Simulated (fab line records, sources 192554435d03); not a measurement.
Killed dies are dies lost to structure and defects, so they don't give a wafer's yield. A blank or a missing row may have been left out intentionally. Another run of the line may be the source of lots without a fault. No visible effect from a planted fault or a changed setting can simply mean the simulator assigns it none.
Matching of chambers :: flow n5Finfet :: N5_FIN_SAQP_MANDREL2_REMOVE_60 on rieSi-05 has 4 sister chambers
The step chemistry HBr/Cl2/O2, target a-Si, stops on SiNx, bt time 10 s. 18 wafers are shown with their chamber, then 9 later ones without.

## WAFERS, EACH WITH ITS CHAMBER
wafer: L075.2
chamber: 3
oesProductAu (a.u.): 0.987

wafer: L075.4
chamber: 2
oesProductAu (a.u.): 1.008

wafer: L075.5
chamber: 3
oesProductAu (a.u.): 0.990

wafer: L077.1
chamber: 0
oesProductAu (a.u.): 1.019

wafer: L077.5
chamber: 1
oesProductAu (a.u.): 1.016

wafer: L077.6
chamber: 2
oesProductAu (a.u.): 1.015

wafer: L080.1
chamber: 3
oesProductAu (a.u.): 0.974

wafer: L080.2
chamber: 2
oesProductAu (a.u.): 1.005

wafer: L080.4
chamber: 1
oesProductAu (a.u.): 1.010

wafer: L087.1
chamber: 0
oesProductAu (a.u.): 1.016

wafer: L087.2
chamber: 1
oesProductAu (a.u.): 1.003

wafer: L087.5
chamber: 1
oesProductAu (a.u.): 1.009

wafer: L089.2
chamber: 3
oesProductAu (a.u.): 0.981

wafer: L089.3
chamber: 2
oesProductAu (a.u.): 1.009

wafer: L089.5
chamber: 2
oesProductAu (a.u.): 1.018

wafer: L090.4
chamber: 3
oesProductAu (a.u.): 0.982

wafer: L090.5
chamber: 0
oesProductAu (a.u.): 1.017

wafer: L090.6
chamber: 1
oesProductAu (a.u.): 1.000

SIGNATURES, as means of the wafers listed above
reading: oesProductAu
chamber 0: 1.01733
chamber 1: 1.00760
chamber 2: 1.01100
chamber 3: 0.98280
scatter within a chamber: 0.00552
Rule: a wafer's distance from a chamber is the root of the sum, over the readings, of the square of ((its reading less the chamber's mean) divided by the reading's scatter). If the next closest chamber is less than 2 further off than the closest, the wafer can't be placed; otherwise it belongs to the closest. The scatter: take each reading less its chamber's mean, square it, sum over the shown wafers, divide by the number of wafers less the number of chambers, and take the root.

## WAFERS WITHOUT THEIR CHAMBER
wafer: L091.2
oesProductAu (a.u.): 1.005

wafer: L091.4
oesProductAu (a.u.): 1.011

wafer: L091.6
oesProductAu (a.u.): 1.009

wafer: L092.3
oesProductAu (a.u.): 1.019

wafer: L092.4
oesProductAu (a.u.): 1.010

wafer: L092.5
oesProductAu (a.u.): 1.008

wafer: L093.1
oesProductAu (a.u.): 1.000

wafer: L093.2
oesProductAu (a.u.): 0.985

wafer: L093.6
oesProductAu (a.u.): 1.012

## WHICH CHAMBER EACH ONE RAN IN
wafer: L091.2
from the rows above: can't be placed: 1 or 2 or 0
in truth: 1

wafer: L091.4
from the rows above: can't be placed: 2 or 1 or 0
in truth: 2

wafer: L091.6
from the rows above: can't be placed: 1 or 2 or 0
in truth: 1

wafer: L092.3
from the rows above: can't be placed: 0 or 2 or 1
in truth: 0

wafer: L092.4
from the rows above: can't be placed: 2 or 1 or 0
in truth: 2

wafer: L092.5
from the rows above: can't be placed: 1 or 2 or 0
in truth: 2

wafer: L093.1
from the rows above: can't be placed: 1 or 2 or 3 or 0
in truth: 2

wafer: L093.2
from the rows above: 3
in truth: 3

wafer: L093.6
from the rows above: can't be placed: 2 or 1 or 0
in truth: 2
Correctly placed: 1 of 9. Not placeable from these rows: 8 (in 8, the candidates include the true chamber). Number placed wrongly: 0.
